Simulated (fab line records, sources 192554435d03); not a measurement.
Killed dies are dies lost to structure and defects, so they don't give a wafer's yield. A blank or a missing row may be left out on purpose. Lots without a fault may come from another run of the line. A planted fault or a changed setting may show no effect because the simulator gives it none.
Which tool did it? | flow n5_finfet | 24 lots, 72 wafers sampled, at 4 steps of a route of 1938

WHAT THE GAUGES READ, wafer by wafer
N5_BEOL_M7_OCD_MEAS_38. Usual: trench_depth_nm 92.9 nm, standard deviation 1.9.
lot  | measured     | on     | trench_depth_nm (nm) | flag
L074 | day 10 13:39 | ocd-02 | 94.9 93.7 95.2       |
L076 | day 10 16:11 | ocd-02 | 94.0 88.3 88.8       |
L075 | day 10 16:52 | ocd-01 | 94.1 92.9 88.2       |
L079 | day 10 19:57 | ocd-01 | 94.0 88.9 95.0       |
L081 | day 11 01:28 | ocd-02 | 95.1 92.0 95.8       |
L077 | day 11 01:52 | ocd-01 | 91.9 93.4 91.8       |
L082 | day 11 04:43 | ocd-02 | 89.5 93.9 92.8       |
L080 | day 11 10:29 | ocd-02 | 93.9 92.4 92.3       |
L078 | day 12 10:44 | ocd-01 | 90.0 94.1 93.2       |
L083 | day 12 14:33 | ocd-02 | 94.3 93.0 89.2       |
L084 | day 12 14:50 | ocd-02 | 92.9 95.4 92.4       |
L085 | day 12 14:57 | ocd-02 | 93.7 91.6 93.3       |
L086 | day 12 18:10 | ocd-01 | 91.9 92.7 91.7       |
L089 | day 13 20:32 | ocd-01 | 89.3 95.3 91.8       |
L087 | day 13 21:01 | ocd-01 | 92.9 94.3 92.7       |
L088 | day 13 21:04 | ocd-02 | 95.3 90.6 93.5       |
L090 | day 13 22:38 | ocd-01 | 94.2 93.2 94.8       |
L091 | day 14 10:52 | ocd-01 | 93.4 94.7 91.9       |
L092 | day 14 14:41 | ocd-02 | 93.5 94.1 92.7       |
L093 | day 14 19:56 | ocd-01 | 90.6 93.0 92.1       |
L094 | day 14 21:20 | ocd-02 | 94.0 92.4 95.0       |
L095 | day 15 00:06 | ocd-01 | 96.4 96.9 94.9       |
L097 | day 15 14:59 | ocd-01 | 91.7 88.8 92.0       |
L096 | day 15 15:02 | ocd-02 | 93.5 92.4 93.7       |

N5_BEOL_M8_INSPECT_13: inspects for defects (brightfield). Usual: raw_defect_count 440, standard deviation 96.
lot  | measured     | on                | raw_defect_count | flag
L074 | day 10 20:35 | defect_inspect-02 | 426 361 406      |
L076 | day 10 21:14 | defect_inspect-01 | 482 449 374      |
L075 | day 11 00:21 | defect_inspect-02 | 402 630 413      |
L079 | day 11 02:32 | defect_inspect-02 | 638 520 350      |
L081 | day 11 08:14 | defect_inspect-02 | 365 306 591      |
L077 | day 11 10:47 | defect_inspect-02 | 335 325 354      |
L082 | day 11 10:58 | defect_inspect-01 | 366 365 318      |
L080 | day 11 18:52 | defect_inspect-01 | 469 786 663      |
L078 | day 12 15:42 | defect_inspect-02 | 310 461 467      |
L083 | day 12 19:28 | defect_inspect-01 | 354 349 357      |
L084 | day 12 20:29 | defect_inspect-02 | 359 401 449      |
L085 | day 12 20:53 | defect_inspect-01 | 423 546 439      |
L086 | day 13 01:35 | defect_inspect-01 | 329 336 373      |
L089 | day 14 01:13 | defect_inspect-02 | 424 465 508      |
L087 | day 14 01:38 | defect_inspect-02 | 488 503 434      |
L088 | day 14 01:52 | defect_inspect-01 | 454 396 375      |
L090 | day 14 04:24 | defect_inspect-02 | 402 406 419      |
L091 | day 14 16:49 | defect_inspect-01 | 504 558 620      |
L092 | day 14 20:11 | defect_inspect-01 | 399 402 293      |
L093 | day 15 00:59 | defect_inspect-02 | 488 416 540      |
L094 | day 15 04:02 | defect_inspect-01 | 366 306 411      |
L095 | day 15 07:05 | defect_inspect-01 | 308 358 313      |
L097 | day 15 23:22 | defect_inspect-01 | 394 459 416      |
L096 | day 15 23:46 | defect_inspect-02 | 584 479 561      |

N5_BEOL_M8_CD_MEAS_28: target cd 40 nm. Usual: cd_nm 39.97 nm, standard deviation 0.24.
lot  | measured     | on        | cd_nm (nm)        | flag
L074 | day 10 22:29 | cd_sem-02 | 39.90 39.99 40.05 |
L076 | day 10 23:05 | cd_sem-03 | 40.22 39.89 40.20 |
L075 | day 11 01:46 | cd_sem-02 | 40.19 40.21 39.96 |
L079 | day 11 04:34 | cd_sem-03 | 39.71 40.19 39.71 |
L081 | day 11 09:32 | cd_sem-02 | 39.99 39.88 40.02 |
L077 | day 11 12:24 | cd_sem-01 | 39.73 40.16 40.37 |
L082 | day 11 12:14 | cd_sem-01 | 39.86 40.36 39.95 |
L080 | day 11 19:54 | cd_sem-02 | 39.75 39.90 39.70 |
L078 | day 12 17:41 | cd_sem-03 | 39.47 40.12 40.14 |
L083 | day 12 20:32 | cd_sem-01 | 39.59 39.96 39.91 |
L084 | day 13 00:32 | cd_sem-03 | 40.10 40.02 39.58 |
L085 | day 13 00:34 | cd_sem-01 | 39.78 40.52 40.06 |
L086 | day 13 03:10 | cd_sem-03 | 40.15 39.99 40.37 |
L089 | day 14 03:16 | cd_sem-03 | 40.17 40.32 39.97 |
L087 | day 14 03:29 | cd_sem-01 | 40.16 39.81 40.03 |
L088 | day 14 03:26 | cd_sem-03 | 39.86 39.76 39.98 |
L090 | day 14 05:59 | cd_sem-01 | 39.90 39.60 40.29 |
L091 | day 14 19:10 | cd_sem-02 | 39.83 39.71 39.90 |
L092 | day 14 23:10 | cd_sem-01 | 39.72 40.11 39.79 |
L093 | day 15 02:46 | cd_sem-02 | 40.12 39.98 40.03 |
L094 | day 15 06:05 | cd_sem-01 | 40.53 39.85 39.85 |
L095 | day 15 10:59 | cd_sem-03 | 39.95 39.79 39.52 |
L097 | day 16 02:20 | cd_sem-03 | 40.28 40.49 40.27 |
L096 | day 16 02:08 | cd_sem-02 | 40.33 39.88 39.84 |

WHICH TOOL RAN EACH LOT (tool, then ch and the chambers of the sampled wafers, then the start)
lot  | N5_BEOL_M8_ETCH_62
L074 | rie_diel-01 ch 0,1,2, day 10 20:43
L076 | rie_diel-01 ch 0,2,3, day 10 22:11
L075 | rie_diel-01 ch 1,2,3, day 11 00:40
L079 | rie_diel-01 ch 1,2, day 11 03:43
L081 | rie_diel-06 ch 0,2, day 11 08:22
L077 | rie_diel-06 ch 0,1, day 11 10:54
L082 | rie_diel-01 ch 1,2, day 11 11:05
L080 | rie_diel-03 ch 1,3, day 11 19:00
L078 | rie_diel-01 ch 0,1, day 12 15:49
L083 | rie_diel-01 ch 1,2, day 12 19:35
L084 | rie_diel-06 ch 0,2,3, day 12 20:45
L085 | rie_diel-06 ch 0,2, day 12 21:44
L086 | rie_diel-03 ch 0,1,2, day 13 01:43
L089 | rie_diel-06 ch 1,2,3, day 14 01:32
L087 | rie_diel-03 ch 1,3, day 14 02:05
L088 | rie_diel-06 ch 0,1,3, day 14 02:27
L090 | rie_diel-06 ch 1,3, day 14 04:51
L091 | rie_diel-03 ch 1,3, day 14 17:05
L092 | rie_diel-06 ch 0,1, day 14 20:25
L093 | rie_diel-06 ch 0,1,3, day 15 01:07
L094 | rie_diel-01 ch 0,1,3, day 15 04:10
L095 | rie_diel-03 ch 1,2, day 15 08:18
L097 | rie_diel-01 ch 0,1,2, day 15 23:29
L096 | rie_diel-03 ch 0,1,2, day 16 00:04
- N5_BEOL_M8_ETCH_62: etches SOC in N2/H2, target depth 110 nm, overetch 22 nm, time 165 s.

WHAT THE TOOLS THEMSELVES READ (means of the sampled wafers that have a number; where no wafer has one, the mark that the record gives instead)
N5_BEOL_M8_ETCH_62. Usual: drypump_motor_current_A 5.7 A, standard deviation 0.45; oes_product_au 0.70 a.u., standard deviation 0.065; rf_vpp_V 522.8 V, standard deviation 2.2; showerhead_plenum_p_Torr 2.50 Torr, standard deviation 0.074; throttle_valve_pct 17.72 %, standard deviation 0.26.
lot  | tool        | drypump_motor_current_A (A) | oes_product_au (a.u.) | rf_vpp_V (V) | showerhead_plenum_p_Torr (Torr) | throttle_valve_pct (%) | flag
L074 | rie_diel-01 | 5.7                         | 0.69                  | 522.1        | 2.48                            | 17.80                  |
L076 | rie_diel-01 | 5.6                         | 0.67                  | 522.7        | 2.47                            | 17.80                  |
L075 | rie_diel-01 | 6.1                         | 0.72                  | 521.6        | 2.46                            | 17.54                  |
L079 | rie_diel-01 | 5.9                         | 0.74                  | 522.5        | 2.46                            | 17.63                  |
L081 | rie_diel-06 | 5.2                         | 0.71                  | 523.7        | 2.53                            | 17.86                  |
L077 | rie_diel-06 | 5.8                         | 0.60                  | 522.0        | 2.47                            | 17.78                  |
L082 | rie_diel-01 | 6.1                         | 0.75                  | 522.8        | 2.46                            | 17.54                  |
L080 | rie_diel-03 | 5.8                         | 0.68                  | 524.1        | 2.57                            | 17.83                  |
L078 | rie_diel-01 | 5.9                         | 0.76                  | 522.1        | 2.47                            | 17.60                  |
L083 | rie_diel-01 | 6.2                         | 0.74                  | 521.7        | 2.46                            | 17.57                  |
L084 | rie_diel-06 | 5.5                         | 0.72                  | 522.7        | 2.50                            | 17.78                  |
L085 | rie_diel-06 | 5.2                         | 0.69                  | 523.6        | 2.53                            | 17.90                  |
L086 | rie_diel-03 | 5.7                         | 0.70                  | 524.0        | 2.57                            | 17.70                  |
L089 | rie_diel-06 | 5.6                         | 0.76                  | 523.3        | 2.51                            | 17.82                  |
L087 | rie_diel-03 | 5.9                         | 0.69                  | 525.6        | 2.57                            | 17.61                  |
L088 | rie_diel-06 | 5.8                         | 0.73                  | 523.2        | 2.46                            | 17.63                  |
L090 | rie_diel-06 | 5.9                         | 0.77                  | 522.2        | 2.49                            | 17.70                  |
L091 | rie_diel-03 | 5.8                         | 0.66                  | 524.0        | 2.56                            | 17.87                  |
L092 | rie_diel-06 | 5.8                         | 0.72                  | 522.1        | 2.46                            | 17.57                  |
L093 | rie_diel-06 | 5.8                         | 0.71                  | 522.4        | 2.45                            | 17.64                  |
L094 | rie_diel-01 | 5.7                         | 0.71                  | 521.7        | 2.46                            | 17.65                  |
L095 | rie_diel-03 | 5.9                         | 0.72                  | 526.4        | 2.61                            | 17.51                  |
L097 | rie_diel-01 | 5.7                         | 0.71                  | 521.4        | 2.46                            | 17.74                  |
L096 | rie_diel-03 | 5.6                         | 0.67                  | 523.7        | 2.56                            | 17.75                  |

THE ANSWER, worked out from the rows above alone
Rule: a lot is off if the mean of its wafers that have a number lies more than 3 standard deviations from the usual mean. A lot without any number at a reading at which 4 lots or more have one is off too. The other lots that the step has rows for count as sound. The gauges are gone through in route order, then the tools' own readings, and for those a lot's mean is taken as printed above. The first step at which some lot is off is used, and at that step the reading that is off furthest; a lot without a number counts as furthest.
No lot is off at any reading shown: from this, nothing can be told.

WHAT THE SIMULATOR HAD PUT IN
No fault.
